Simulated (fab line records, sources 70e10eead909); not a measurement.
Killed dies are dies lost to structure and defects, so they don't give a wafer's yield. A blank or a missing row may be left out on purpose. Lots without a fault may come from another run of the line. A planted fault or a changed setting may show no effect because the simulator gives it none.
fab line records | flow nand_harc
record lots=7 wafers=20 last_day=24
route steps=1159 shown A_CHANNEL_HOLE_D1@480 A_CHANNEL_FILL_D1@490 END@1159
lots that met no fault: from a run of the same line without faults
start_h: hours from the record's first day to the start of the lot's first wafer shown | wait_h: hours since the lot's step before | " the same as in the row above | L1.1+2: a row that stands for several wafers | - no value, or no start given | * or withheld: withheld | < > ~ a bound
route shown NAME@n: a module of which the file shows steps, and the number in the route of the first | usual: mean/standard deviation of fault-free wafers | same: alike in all rows | chamber/n: place in a boat | sites: the reading at each site | _std_site: their standard deviation | _edge_site: outer sites' mean less inner sites' | radius_mm: how far each site lies from the wafer's centre | mask NAME#n: copy n | behind: the tool/chamber that last shaped the wafer | hold: why the lot was held/for how many hours/how that ended | device: the transistor (n, p or np) that didn't switch | end of line: the same wafers' tests at the end of the route | a step without rows: its recipe alone | killed: dies lost to structure and defects at the first sort, not the wafer's yield | map: a wafer's dies, x killed, . not, _ none there
set.NAME: the setting as run; set.NAME@STEP: as run at that earlier step | model.NAME: the simulator's own value behind a step, which no gauge read
lots at some steps of the route; a table a step, a row a wafer
services: from which hour (start_h, from the record's first day; less than 0 if before it) a tool's chamber was out of use, for how many hours, and why
## steps
# step NHARC_A_CHANNEL_HOLE_D1_STRIP_41
# recipe n2_flow_sccm=150 h2_flow_sccm=150 ar_flow_sccm=0 bias_w=0 chemistry=N2/H2
# step NHARC_A_CHANNEL_HOLE_D1_STRIP_42
# recipe cf4_flow_sccm=100 chf3_flow_sccm=30 ar_flow_sccm=0 bias_w=0 chemistry=CF4/CHF3
# step NHARC_A_CHANNEL_HOLE_D1_STRIP_43
# recipe o2_flow_sccm=400 cos_flow_sccm=20 ar_flow_sccm=0 bias_w=0 chemistry=O2/COS
# step NHARC_A_CHANNEL_HOLE_D1_ETCH_44
# recipe target_depth_a=1400 overetch_a=140 time_s=77 ion_energy_ev=100 cf4_flow_sccm=80 o2_flow_sccm=20 ar_flow_sccm=0 rf_w=300 bias_w=100 chemistry=CF4/O2
# usual drypump_motor_current_A=5.8/0.46 oes_product_au=0.999/0.0099 rf_vpp_V=198.3/1.4 showerhead_plenum_p_Torr=1.36/0.053 throttle_valve_pct=13.397/0.0089
# columns lot.wafer tool chamber start_h wait_h drypump_motor_current_A oes_product_au rf_hours_counter_h rf_vpp_V showerhead_plenum_p_Torr throttle_valve_pct
L162.2 rie_diel-12 3 187.44 0.1 5.5 0.993 9 198.1 1.34 13.390
L162.4 " 2 " " 6.2 1.013 8 198.3 1.32 13.391
L162.5 " 3 " " 5.5 1.002 - 198.1 1.34 13.394
L168.3 rie_diel-01 0 209.49 0.0 6.0 1.018 4 199.7 1.43 13.398
L168.4 " 3 " " 5.8 0.999 4 196.6 1.24 13.398
L168.5 " 1 " " 6.0 0.996 - 198.8 1.36 13.398
L169.1 rie_diel-12 0 226.74 0.1 4.9 0.993 1 200.2 1.40 13.396
L169.5 " 0 " " 4.9 0.999 - 199.2 1.40 13.387
L169.6 " 1 " " 6.0 0.995 - 196.0 1.31 13.390
L170.2 rie_diel-01 3 226.85 0.1 5.8 0.990 6 194.9 1.24 13.413
L170.1 " 0 " " 6.1 0.999 6 199.3 1.43 13.394
L170.5 " 1 " " 6.0 0.988 - 198.8 1.36 13.387
L172.4 rie_diel-01 1 242.26 0.1 6.0 0.991 7 196.0 1.36 13.401
L172.2 " 0 " " 6.1 0.998 7 199.5 1.43 13.422
L179.2 rie_diel-01 0 279.86 0.1 6.1 1.014 10 201.4 1.43 13.390
L179.1 " 3 " " 5.8 0.998 11 195.1 1.24 13.376
L179.6 " 2 " " 6.0 1.010 - 200.7 1.41 13.394
L184.2 rie_diel-12 1 313.34 0.1 6.0 0.988 5 197.3 1.31 13.397
L184.4 " 3 " " 5.5 1.004 6 197.9 1.34 13.387
L184.6 " 1 " " 6.0 0.999 - 199.0 1.31 13.402
# step NHARC_A_CHANNEL_HOLE_D1_STRIP_27
# recipe o2_flow_sccm=500 ar_flow_sccm=0 bias_w=0 chemistry=O2
# usual drypump_motor_current_A=5.8/0.47 oes_product_au=1.000/0.0096 rf_vpp_V=57.8/0.85 showerhead_plenum_p_Torr=3.57/0.14 throttle_valve_pct=17.035/0.0088
# columns lot.wafer tool chamber start_h wait_h drypump_motor_current_A oes_product_au rf_hours_counter_h rf_vpp_V showerhead_plenum_p_Torr throttle_valve_pct
L162.4 rie_diel-12 0 - - 4.9 1.006 9 57.3 3.68 17.048
L162.2 " 1 " " 6.0 1.016 9 57.3 3.48 17.029
L162.5 " 3 " " 5.5 0.991 - 57.3 3.54 17.038
L168.3 rie_diel-01 0 - - 6.1 1.011 4 58.7 3.77 17.031
L168.4 " 1 " " 6.0 0.998 4 57.1 3.60 17.048
L168.5 " 0 " " 6.1 1.006 - 58.4 3.77 17.043
L170.2 rie_diel-01 3 - - 5.8 0.987 6 58.8 3.29 17.035
L170.1 " 0 " " 6.1 1.009 6 58.2 3.77 17.037
L170.5 " 0 " " 6.1 1.001 - 58.6 3.77 17.040
L169.1 rie_diel-12 1 - - 6.0 0.984 1 56.8 3.48 17.035
L169.6 " 2 " " 6.2 0.999 - 58.2 3.48 17.044
L169.5 " 3 " " 5.5 1.004 - 59.0 3.54 17.020
L172.4 rie_diel-01 3 - - 5.9 0.988 7 56.6 3.29 17.046
L172.2 " 1 " " 6.0 1.000 7 58.7 3.59 17.028
L179.2 rie_diel-01 2 - - 6.0 1.019 9 56.7 3.72 17.045
L179.1 " 3 " " 5.9 1.002 11 57.9 3.29 17.040
L179.6 " 3 " " 5.9 0.988 - 57.2 3.29 17.023
L184.2 rie_diel-12 0 - - 4.9 1.003 6 57.9 3.68 17.046
L184.4 " 2 " " 6.2 1.020 4 58.8 3.48 17.026
L184.6 " 0 " " 4.9 1.018 - 58.2 3.68 17.026
# step NHARC_A_CHANNEL_HOLE_D1_PRECLEAN_28
# recipe time_s=* temp_c=50 bath_age_min=0 chemistry=SC1
# step NHARC_A_CHANNEL_HOLE_D1_SRD_29
# step NHARC_A_CHANNEL_HOLE_D1_CD_MEAS_30
# usual cd_nm=90.0/1.1
# columns lot.wafer tool chamber start_h wait_h cd_nm
L162.2 cd_sem-02 - 188.26 - 87.7
L162.4 " - " " 90.3
L162.5 " - " " 89.5
L168.3 cd_sem-01 - 210.30 - 88.4
L168.4 " - " " 90.0
L168.5 " - " " 89.3
L169.1 cd_sem-01 - 227.54 - 89.1
L169.5 " - " " 87.8
L169.6 " - " " 90.1
L170.1 cd_sem-02 - 227.66 - 89.1
L170.2 " - " " 90.7
L170.5 " - " " 90.8
L172.2 cd_sem-03 - 243.06 - 88.2
L172.4 " - " " 88.5
L179.1 cd_sem-02 - 280.77 - 91.5
L179.2 " - " " 90.4
L179.6 " - " " 92.1
L184.2 cd_sem-02 - 314.15 - 91.8
L184.4 " - " " 90.7
L184.6 " - " " 90.5
# step NHARC_A_CHANNEL_HOLE_D1_XSEM_31
# recipe landing_energy_ev=35000
# usual bot_cd_nm=74.5/1.2 bow_nm=8.66/0.25 tilt_deg=0.06/0.038
# same landing_energy_ev=35000
# columns lot.wafer tool chamber start_h wait_h bot_cd_nm bow_nm tilt_deg
L162.2 xsem-02 0 188.35 0.1 72.7 8.40 -0.01
L162.4 " 0 " " 75.0 8.33 -0.01
L162.5 " 0 " " 74.5 8.29 -0.01
L168.3 xsem-01 0 210.39 0.1 72.7 8.61 0.10
L168.4 " 0 " " 74.9 8.66 0.10
L168.5 " 0 " " 74.0 8.69 0.10
L169.1 xsem-01 0 227.62 0.1 72.4 8.33 0.12
L169.5 " 0 " " 72.6 8.34 0.12
L169.6 " 0 " " 74.5 8.28 0.12
L170.1 xsem-02 0 227.75 0.1 73.5 8.62 0.04
L170.2 " 0 " " 75.3 8.57 0.04
L170.5 " 0 " " 75.1 8.62 0.04
L172.2 xsem-02 0 243.16 0.1 72.5 8.63 0.09
L172.4 " 0 " " 73.2 8.60 0.08
L179.1 xsem-02 0 280.87 0.1 76.1 8.63 0.10
L179.2 " 0 " " 75.1 8.68 0.10
L179.6 " 0 " " 76.4 8.65 0.10
L184.2 xsem-01 0 314.23 0.1 77.5 9.00 0.09
L184.4 " 0 " " 75.5 8.89 0.09
L184.6 " 0 " " 75.9 8.97 0.09
# step NHARC_A_CHANNEL_HOLE_D1_INSPECT_40
# usual raw_defect_count=63/19
# columns lot.wafer tool chamber start_h wait_h raw_defect_count
L162.2 defect_inspect-01 - 188.44 - 45
L162.4 " - " " 66
L162.5 " - " " 51
L168.3 defect_inspect-02 - 210.48 - 74
L168.4 " - " " 51
L168.5 " - " " 54
L169.1 defect_inspect-01 - 227.72 - 47
L169.5 " - " " 37
L169.6 " - " " 65
L170.1 defect_inspect-01 - 227.85 - 91
L170.2 " - " " 70
L170.5 " - " " 99
L172.2 defect_inspect-02 - 243.25 - 64
L172.4 " - " " 64
L179.1 defect_inspect-01 - 280.96 - 69
L179.2 " - " " 86
L179.6 " - " " 84
L184.2 defect_inspect-01 - 314.34 - 51
L184.4 " - " " 62
L184.6 " - " " 56
# step NHARC_A_CHANNEL_FILL_D1_PRECLEAN_00
# recipe time_s=* temp_c=50 bath_age_min=0 chemistry=SC1
# step NHARC_A_CHANNEL_FILL_D1_SRD_01
# step NHARC_A_CHANNEL_FILL_D1_ALD_02
# recipe target_thk_a=60 pulse_time_s=10 ald_cycles=60 temp_c=300 material=SiO2
# usual ald_cycles=60/0 heater_power_w=483/44 precursor_pulse_height_rel=0.998/0.02
# columns lot.wafer tool chamber start_h wait_h ald_cycles heater_power_w precursor_pulse_height_rel since_wet_clean_h
L162.4 ald_hk-03 1 188.64 - 60 506 1.020 28
L162.2 " 3 " " 60 403 1.022 28
L162.5 " 1 " " 60 514 1.009 -
L168.4 ald_hk-01 0 210.74 - 60 458 1.003 147
L168.3 " 2 " " 60 541 1.019 148
L168.5 " 0 " " 60 469 0.995 -
L169.1 ald_hk-01 2 228.13 - 60 528 0.998 165
L169.5 " 3 " " 65 526 0.987 -
L169.6 " 0 " " 60 446 1.015 -
L170.2 ald_hk-01 0 228.42 - 65 465 0.990 165
L170.1 " 1 " " 60 423 1.008 165
L170.5 " 0 " " 65 456 1.001 -
L172.2 ald_hk-01 1 245.23 - 65 453 1.014 4
L172.4 " 2 " " 60 518 1.011 4
L179.2 ald_hk-03 3 284.80 - 60 408 0.991 124
L179.1 " 2 " " 60 568 0.976 125
L179.6 " 3 " " 60 410 0.991 -
L184.4 ald_hk-03 0 314.60 - 60 436 0.992 154
L184.2 " 1 " " 60 523 1.009 154
L184.6 " 3 " " 60 410 1.004 -
# step NHARC_A_CHANNEL_FILL_D1_ALD_03
# recipe target_thk_a=60 pulse_time_s=60 ald_cycles=58 temp_c=630 pressure_torr=2 material=SiNx
# usual ald_cycles=58/0 precursor_pulse_height_rel=1.001/0.021
# columns lot.wafer tool chamber start_h wait_h ald_cycles precursor_pulse_height_rel
L162.2 ald_sin_batch-02 0 - - 58 1.001
L162.4 " 0 " " 58 1.022
L162.5 " 0 " " 58 0.979
L168.3 ald_sin_batch-03 0 - - 58 1.009
L168.4 " 0 " " 58 0.999
L168.5 " 0 " " 58 1.010
L169.1 ald_sin_batch-02 0 - - 58 0.996
L169.5 " 0 " " 58 1.012
L169.6 " 0 " " 58 1.018
L170.1 ald_sin_batch-02 0 - - 58 0.999
L170.2 " 0 " " 58 1.005
L170.5 " 0 " " 58 1.011
L172.2 ald_sin_batch-02 0 - - 58 0.974
L172.4 " 0 " " 58 1.061
L179.1 ald_sin_batch-02 0 - - 58 1.008
L179.2 " 0 " " 58 0.997
L179.6 " 0 " " 58 0.953
L184.2 ald_sin_batch-01 0 - - 58 0.987
L184.4 " 0 " " 58 0.969
L184.6 " 0 " " 58 0.996
# step NHARC_END_SORT_01
# recipe temp_c=25
# usual killed_at_array=29/11 killed_at_other=0.7/1.1 killed_at_periphery=3.1/2 killed_dies=33/11 killed_open=3.5/1.8 killed_short=2.0/1.4
# same gross_dies=677
# columns lot.wafer tool chamber start_h wait_h killed_at_array killed_at_other killed_at_periphery killed_dies killed_open killed_short
L169.1 prober-02 0 499.68 2.6 27 0 6 33 2 3
L169.5 prober-02 0 502.87 3.7 28 0 4 32 4 1
L169.6 prober-02 0 503.67 4.0 24 0 6 30 6 1
L179.1 prober-01 0 554.44 2.5 36 0 1 37 5 1
L179.2 prober-01 0 555.24 2.8 41 1 6 48 2 3
L179.6 prober-01 0 558.45 4.0 44 0 0 44 3 1
# killed by level:class
L169.1 A_SLIT:chamber_film_flake=9 A_CONTACT:chamber_film_flake=6 P_M2:chamber_film_flake=3 A_CHANNEL_HOLE_D1:chamber_film_flake=3 A_STAIRCASE:chamber_film_flake=3 P_GATE:chamber_film_flake=2 P_CONTACT:geometric_particle:open=1 A_SGD_CUT:geometric_particle:short=1
L169.5 A_SLIT:chamber_film_flake=11 A_STAIRCASE:chamber_film_flake=6 A_CONTACT:chamber_film_flake=4 P_M2:chamber_film_flake=3 P_CONTACT:geometric_particle:open=1 A_ONON_D1:geometric_particle:open=1 A_CHANNEL_FILL_D1:geometric_particle:open=1 A_WL_FILL:geometric_particle:open=1
L169.6 A_SLIT:chamber_film_flake=9 A_CONTACT:geometric_particle:open=3 P_M2:chamber_film_flake=3 A_CHANNEL_HOLE_D1:chamber_film_flake=3 A_STAIRCASE:chamber_film_flake=2 A_CONTACT:chamber_film_flake=2 P_M1:geometric_particle:open=1 A_ONON_D1:geometric_particle:open=1
L179.1 A_CHANNEL_HOLE_D1:chamber_film_flake=12 A_SLIT:chamber_film_flake=11 A_STAIRCASE:chamber_film_flake=6 A_ONON_D1:geometric_particle:open=3 A_CONTACT:geometric_particle:open=2 A_CHANNEL_HOLE_D1:geometric_particle:short=1 P_ZERO_WELL:chamber_film_flake=1 A_CONTACT:chamber_film_flake=1
L179.2 A_CHANNEL_HOLE_D1:chamber_film_flake=18 A_SLIT:chamber_film_flake=13 P_ZERO_WELL:chamber_film_flake=3 A_STAIRCASE:chamber_film_flake=3 A_CONTACT:chamber_film_flake=3 P_GATE:chamber_film_flake=2 P_M1:geometric_particle:open=1 A_CHANNEL_HOLE_D1:geometric_particle:short=1
L179.6 A_CHANNEL_HOLE_D1:chamber_film_flake=20 A_SLIT:chamber_film_flake=13 A_CONTACT:chamber_film_flake=3 A_STAIRCASE:chamber_film_flake=2 A_WL_FILL:chamber_film_flake=2 A_ONON_D1:geometric_particle:open=1 A_ONON_D1:geometric_particle:short=1 A_CHANNEL_FILL_D1:geometric_particle:open=1
## services
# columns tool chamber start_h hours kind
rie_diel-01 0 171.40 - clean
rie_diel-01 1 171.40 - clean
rie_diel-01 2 171.40 - clean
rie_diel-01 3 171.40 - clean
rie_diel-01 0 195.90 - clean
rie_diel-01 1 195.90 - clean
rie_diel-01 2 195.90 - clean
rie_diel-01 3 195.90 - clean
rie_diel-12 - 202.40 9.0 pm
rie_diel-01 2 217.22 9.7 repair
rie_diel-01 0 220.40 - clean
rie_diel-01 1 220.40 - clean
rie_diel-01 3 220.40 - clean
ald_hk-01 - 231.50 10.0 pm
rie_diel-01 0 245.15 - clean
rie_diel-01 1 245.15 - clean
rie_diel-01 2 245.15 - clean
rie_diel-12 2 245.34 5.4 repair
rie_diel-01 0 263.99 8.1 repair
rie_diel-01 1 278.15 5.3 repair
ald_sin_batch-01 - 292.58 6.0 repair
xsem-02 - 302.00 14.0 pm
ald_sin_batch-03 - 314.00 26.0 pm
rie_diel-01 - 314.92 9.0 pm
## key
first_sign step=NHARC_A_CHANNEL_FILL_D1_ALD_02 reading=ald_cycles direction=up sigmas=99+ usual=60 struck=65
effect none on later readings
met_at NHARC_A_CHANNEL_FILL_D1_ALD_02
struck_wafers L169.5,L170.2,L170.5,L172.2
tester_left_out L169,L170,L172
onset_between 210.74 228.13
fault kind=process_parameter_drift tool=ald_hk-01 chamber=- onset_h=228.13 steps=NHARC_A_CHANNEL_FILL_D1_ALD_02 channel=ald_cycles offset=5 shape=step end_h=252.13 scope=struck_wafers_only acts_in=these_recipes_only stated=60
# tester_left_out: of these lots the tester's yield and bins aren't shown, on N5 and GAA mostly nor the transistor test; their killed dies are dies lost to structure and defects alone, not to doping, threshold or leakage, so they don't give the yield
